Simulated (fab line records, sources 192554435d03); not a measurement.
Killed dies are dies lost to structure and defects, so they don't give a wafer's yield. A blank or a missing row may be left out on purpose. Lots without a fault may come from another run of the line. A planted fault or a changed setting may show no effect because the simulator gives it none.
A struck lot beside a sound one | flow n5_finfet | 14 steps out of a route of 1938
Sound: wafers L106.1, L106.2, L106.4. Struck: wafers L113.1, L113.5, L113.6. The cause comes at the end.
At each step with rows: each side's tool, then ch and its chambers, then its first start. Under that, the readings that differ: sound wafers | struck wafers | difference of the means | sigmas: that difference in standard deviations of wafers without a fault.
alike: readings whose means differ by less than 2 such deviations, and words and numbers that are the same on both sides. not compared: withheld readings, readings that some wafer has no value for, bounds like >300 that may hide the same value, and numbers for which the record gives no deviation and whose values overlap.
The two part at a step that has a row with sigmas, a row that says differs or no value, or rows on one side only. Numbers that don't overlap but have no deviation are shown without sigmas and don't part them. A reading that every wafer of one side lacks parts them only if that side has two wafers or more.

first, 5 steps without rows for these wafers: N5_PASSIVATION_SOFTBAKE_25 (time 90 s); N5_PASSIVATION_EXPOSE_27 (exposes mask PAD, defocus 0 nm); N5_PASSIVATION_PEB_28; N5_PASSIVATION_DEVELOP_29 (develop time 60 s); N5_PASSIVATION_HARDBAKE_31 (time 120 s).
N5_PASSIVATION_CD_MEAS_30: target cd 4000 nm.
  sound on cd_sem-01 ch 0, day 15 10:42; struck on cd_sem-03 ch 0, day 16 05:13
  alike: cd_nm
N5_PASSIVATION_OVL_MEAS_63:
  sound on overlay-01 ch 0, day 15 10:44; struck on overlay-02 ch 0, day 16 05:15
  alike: PAD_OVL
N5_PASSIVATION_INSPECT_64: inspects for defects (macro).
  sound on defect_inspect-01, day 15 10:45; struck on defect_inspect-01, day 16 05:16
  alike: raw_defect_count
N5_PASSIVATION_DESCUM_32: chemistry O2, time 7.9 s.
  sound on rie_diel-02 ch 0,1,2, day 15 11:10; struck on rie_diel-04 ch 2,3, day 16 05:19
  alike: drypump_motor_current_A, oes_product_au, rf_vpp_V, showerhead_plenum_p_Torr, throttle_valve_pct
  not compared: rf_hours_counter_h
N5_PASSIVATION_AL_ETCH_33: etches Al in Cl2/BCl3, stops on TaN, target depth 2800 nm, time 466.7 s.
  sound on rie_metal-02 ch 0,1, day 15 11:15; struck on rie_metal-02 ch 0,1, day 16 05:23
  alike: drypump_motor_current_A, mfc_cl2_sccm, oes_product_au, throttle_valve_pct
  not compared: rf_hours_counter_h
N5_PASSIVATION_ETCH_59: etches TaN in Cl2/BCl3, target depth 65 nm, time 34.9 s.
  sound on rie_metal-02 ch 0,1, day 15 11:39; struck on rie_metal-02 ch 0,1, day 16 05:48
  alike: drypump_motor_current_A, mfc_cl2_sccm, oes_product_au, throttle_valve_pct
  not compared: rf_hours_counter_h
N5_PASSIVATION_STRIP_34: strips in O2.
  sound on rie_diel-04 ch 1,2,3, day 15 11:49; struck on rie_diel-02 ch 1,2, day 16 05:55
  alike: chamber_pressure_mTorr, drypump_motor_current_A, oes_product_au, rf_vpp_V, showerhead_plenum_p_Torr, throttle_valve_pct
  not compared: rf_hours_counter_h
N5_PASSIVATION_STRIP_51: strips in post etch residue remover, time 1200 s.
  sound on wet_bench-06 ch 1,3,5, day 15 11:53; struck on wet_bench-03 ch 2,6,7, day 16 05:59
  no value came back on the struck wafers for bath_guard_temp_C (C), bath_heat_duty_pct (%); on the sound wafers bath_guard_temp_C (C) reads 72.6 72.6 72.4
then, 1 step without rows for these wafers: N5_PASSIVATION_CLEAN_69 (cleans in IPA, time 180 s).

WHERE THEY PART
Only at N5_PASSIVATION_STRIP_51, within this record.

WHY: what the simulator had put in
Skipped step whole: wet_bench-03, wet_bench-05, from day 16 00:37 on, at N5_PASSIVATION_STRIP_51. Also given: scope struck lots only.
